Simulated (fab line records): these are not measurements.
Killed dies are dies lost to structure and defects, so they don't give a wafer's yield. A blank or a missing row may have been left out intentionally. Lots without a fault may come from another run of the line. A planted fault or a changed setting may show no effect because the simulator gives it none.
One fault through the eyes of 2 desks :: flow nand harc :: what lay behind the numbers comes last; until then each desk has only its own

== THE DEFECT DESK ==
Counts from the inspections along the route, per lot, as means over the sampled wafers that have a number. The brackets show how far a lot's mean lies from the usual mean; more than 4 standard deviations puts the lot out of limits, marked OUT.
Columns: A = raw defect count at NHARC_A_BLC_INSPECT_28, usual 519; B = raw defect count at NHARC_A_M0_INSPECT_27, usual 560
lot: L308
first seen here: day 23 02:37
A: 420
B: 480

lot: L307
first seen here: day 23 05:17
A: 447
B: 481

lot: L311
first seen here: day 23 23:37
A: 516
B: 2416 (+12) OUT

lot: L319
first seen here: day 27 22:37
A: 473
B: 494

lot: L320
first seen here: day 28 15:41
A: 510
B: 421

lot: L323
first seen here: day 28 19:27
A: 472
B: 332

lot: L322
first seen here: day 28 21:08
A: 548
B: 693

lot: L321
first seen here: day 29 03:29
A: 714
B: 548

lot: L325
first seen here: day 30 20:23
A: 429
B: 489

lot: L326
first seen here: day 31 01:31
A: 544
B: 746

lot: L328
first seen here: day 31 14:32
A: 434
B: 494
This desk's finding: out of limits on L311; first on L311, day 24 03:12 (raw defect count at NHARC_A_M0_INSPECT_27). In limits: L308, L307, L319, L320, L323, L322, L321, L325, L326, L328.

== DESK OF THE TOOL OWNER: cmp-02 ==
The tool's own readings at NHARC_A_M0_CMP_23 (polishes, t overpolish 20 s, target thk 113.75 nm): means of the sampled wafers that have a number, for each lot that ran on this tool. The brackets show how far a lot's mean lies from the usual mean; more than 4 standard deviations puts the lot out of limits, marked OUT.
Columns: A = motor current A at NHARC_A_M0_CMP_23, usual 12.3 A; B = retaining ring pressure frac at NHARC_A_M0_CMP_23, usual 1.000; C = time to endpoint s at NHARC_A_M0_CMP_23, usual 29.0 s
lot: L308
first seen here: day 23 05:35
A: 12.7
B: 0.997
C: 28.0

lot: L307
first seen here: day 23 08:27
A: 12.1
B: 0.997
C: 28.0

lot: L311
first seen here: day 24 02:45
A: 12.8
B: 1.003
C: 33.3

lot: L320
first seen here: day 28 18:42
A: 13.2
B: 1.002
C: 27.2

lot: L323
first seen here: day 28 22:34
A: 13.0
B: 1.004
C: 29.9

lot: L325
first seen here: day 30 23:46
A: 13.5
B: 0.996
C: 28.0

lot: L326
first seen here: day 31 04:38
A: 12.1
B: 0.996
C: 27.9
This desk found nothing out of limits on any of the 7 lots.

== ALL TOGETHER ==
The defect desk could have raised an alarm at day 24 03:12, on L311.
Nothing out of limits was seen by the tool owner's desk.
On record at the tool owner's desk: L311, within its limits.
The lots listed all ran NHARC_A_M0_CMP_23 on cmp-02.

== WHAT THE SIMULATOR PUT IN ==
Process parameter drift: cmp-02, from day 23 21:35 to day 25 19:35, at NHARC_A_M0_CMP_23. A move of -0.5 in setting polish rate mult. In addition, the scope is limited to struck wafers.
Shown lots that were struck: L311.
Hours from the fault's start to each desk's first reading out of limits: the defect desk, 6.
